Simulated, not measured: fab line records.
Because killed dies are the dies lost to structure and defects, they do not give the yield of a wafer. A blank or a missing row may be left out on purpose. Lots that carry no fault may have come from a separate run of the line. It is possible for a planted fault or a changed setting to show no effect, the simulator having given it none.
Chamber matching | flow nand harc | cmp-02 running NHARC_P_M0_CMP_23: 4 sister chambers
The step polishes, t overpolish 20 s, target thk 117.54 nm. 4 wafers are shown with their chamber, then 7 later ones without.

## WAFERS WITH THEIR CHAMBER
wafer  | chamber | motor current A (A)
L320.1 | 2       | 13.4
L333.4 | 3       | 12.0
L336.2 | 1       | 12.7
L336.4 | 0       | 11.5

## WAFERS WITH NO CHAMBER GIVEN
wafer  | motor current A (A)
L336.6 | 11.8
L337.1 | 11.6
L337.2 | 12.1
L337.3 | 13.2
L338.2 | 12.6
L338.4 | 11.3
L338.6 | 11.5

## WHICH CHAMBER EACH WENT THROUGH
wafer  | from the rows above     | in truth
L336.6 | can't be placed: 3 or 0 | 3
L337.1 | 0                       | 0
L337.2 | 3                       | 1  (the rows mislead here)
L337.3 | 2                       | 2
L338.2 | 1                       | 1
L338.4 | 0                       | 0
L338.6 | 0                       | 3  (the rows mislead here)
Correct placement for 4 of the 7. From these rows, 1 cannot be placed; in 1 the true chamber is one of the candidates. Placed wrongly: 2.
How it was worked out, from the rows above alone: a wafer's distance from a chamber is the root of the sum, over the readings, of the square of ((its reading less the chamber's mean) divided by the reading's scatter). If the next closest chamber is less than 2 further off than the closest, the wafer can't be placed; otherwise it belongs to the closest. For every chamber, the mean is computed from those of its wafers that are shown. The scatter (one wafer shown for each chamber): square how far every hidden wafer sits from the nearest shown wafer, average those squares and take the square root.
